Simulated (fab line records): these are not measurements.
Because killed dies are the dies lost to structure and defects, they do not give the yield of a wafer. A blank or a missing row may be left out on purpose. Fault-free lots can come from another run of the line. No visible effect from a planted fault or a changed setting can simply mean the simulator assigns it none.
Which of the tools did it? + flow n5-finfet + 10 lots with 28 wafers sampled at 4 steps, on a route of 1938 steps

## WHAT THE GAUGES READ, wafer by wafer
N5_BEOL_M13_CD_MEAS_17: target cd 190 nm.
| lot  | measured     | on        | cd-nm (nm)        |
|------|--------------|-----------|-------------------|
| L347 | day 10 19:22 | cd-sem-01 | 187.6 187.1       |
| L349 | day 11 07:17 | cd-sem-03 | 189.8 191.6 187.7 |
| L351 | day 11 22:41 | cd-sem-03 | 188.8 189.9 188.8 |
| L353 | day 12 05:54 | cd-sem-02 | 186.1 187.4 190.8 |
| L356 | day 12 06:41 | cd-sem-01 | 190.4 188.9 189.5 |
| L355 | day 12 07:01 | cd-sem-02 | 187.8 189.3 188.7 |
| L359 | day 13 18:08 | cd-sem-02 | 189.3 187.3 189.7 |
| L362 | day 14 05:16 | cd-sem-02 | 196.1 193.4       |
| L366 | day 15 19:07 | cd-sem-03 | 189.4 190.2 190.5 |
| L368 | day 16 13:42 | cd-sem-02 | 188.2 189.1 187.4 |

## TOOL THAT RAN EACH LOT (tool first, then ch and the chambers of the sampled wafers, then the start)
| lot  | N5_BEOL_M13_DESCUM_15              | N5_BEOL_M13_ETCH_59                | N5_BEOL_M13_STRIP_63                 |
|------|------------------------------------|------------------------------------|--------------------------------------|
| L347 | rie-diel-02 ch 3, day 10 18:50     | rie-diel-02 ch 3, day 10 18:52     | plasma-asher-02 ch 0, day 10 19:10   |
| L349 | rie-diel-01 ch 0,1,3, day 11 06:45 | rie-diel-01 ch 0,1,3, day 11 06:47 | plasma-asher-02 ch 0,1, day 11 07:04 |
| L351 | rie-diel-02 ch 1,3, day 11 22:00   | rie-diel-02 ch 1,3, day 11 22:03   | plasma-asher-02 ch 0,1, day 11 22:29 |
| L353 | rie-diel-02 ch 1,3, day 12 05:22   | rie-diel-02 ch 1,3, day 12 05:25   | plasma-asher-01 ch 1, day 12 05:41   |
| L356 | rie-diel-03 ch 1,2, day 12 06:10   | rie-diel-03 ch 1,2, day 12 06:11   | plasma-asher-01 ch 0,1, day 12 06:29 |
| L355 | rie-diel-01 ch 0,3, day 12 06:29   | rie-diel-01 ch 0,3, day 12 06:32   | plasma-asher-02 ch 0,1, day 12 06:49 |
| L359 | rie-diel-03 ch 0,2,3, day 13 17:34 | rie-diel-03 ch 0,2,3, day 13 17:37 | plasma-asher-02 ch 0,1, day 13 17:54 |
| L362 | rie-diel-01 ch 0,3, day 14 04:44   | rie-diel-01 ch 0,3, day 14 04:46   | plasma-asher-02 ch 0,1, day 14 05:04 |
| L366 | rie-diel-03 ch 0,3, day 15 18:34   | rie-diel-03 ch 0,3, day 15 18:37   | plasma-asher-02 ch 0,1, day 15 18:55 |
| L368 | rie-diel-02 ch 0,1,3, day 16 13:09 | rie-diel-02 ch 0,1,3, day 16 13:11 | plasma-asher-01 ch 0,1, day 16 13:29 |
- N5_BEOL_M13_DESCUM_15: chemistry O2, time 7.9 s.
- N5_BEOL_M13_ETCH_59: etches BARC in N2/H2, target depth 89 nm, overetch 26.7 nm, time 67.9 s.
- N5_BEOL_M13_STRIP_63: strips in N2/H2.

## THE ANSWER, worked out from the rows above alone
Rule: usual is defined by the lots themselves. Put in order of their means at a reading, lots are off if they are a third of the lots or fewer, leave a main group of 4 or more, and stand apart from it by a gap of 3 or more times the standard deviation of the main group's means; of several such gaps the widest counts. A main group whose means are all the same, to the digits that the tables above print for the reading, isn't used. Also off: a lot with no number at a reading for which 4 or more lots have one. Any other lot the step has rows for is counted as sound.
Off, at N5_BEOL_M13_CD_MEAS_17 on cd-nm: L362. For the main group the mean is 188.8 nm and the standard deviation 0.82.
If a tool, at a process step before that reading, ran all the lots that are off and no sound lot after the first of them, it fits. The gauges at N5_BEOL_M13_CD_MEAS_17 are tried like those tools. One fits: N5_BEOL_M13_DESCUM_15 and N5_BEOL_M13_ETCH_59 on rie-diel-01. At N5_BEOL_M13_DESCUM_15 its last sound lot is L355 (day 12 06:29), its first lot that is off L362 (day 14 04:44): a fault that began between those two fits.

## WHAT HAD BEEN PUT IN BY THE SIMULATOR
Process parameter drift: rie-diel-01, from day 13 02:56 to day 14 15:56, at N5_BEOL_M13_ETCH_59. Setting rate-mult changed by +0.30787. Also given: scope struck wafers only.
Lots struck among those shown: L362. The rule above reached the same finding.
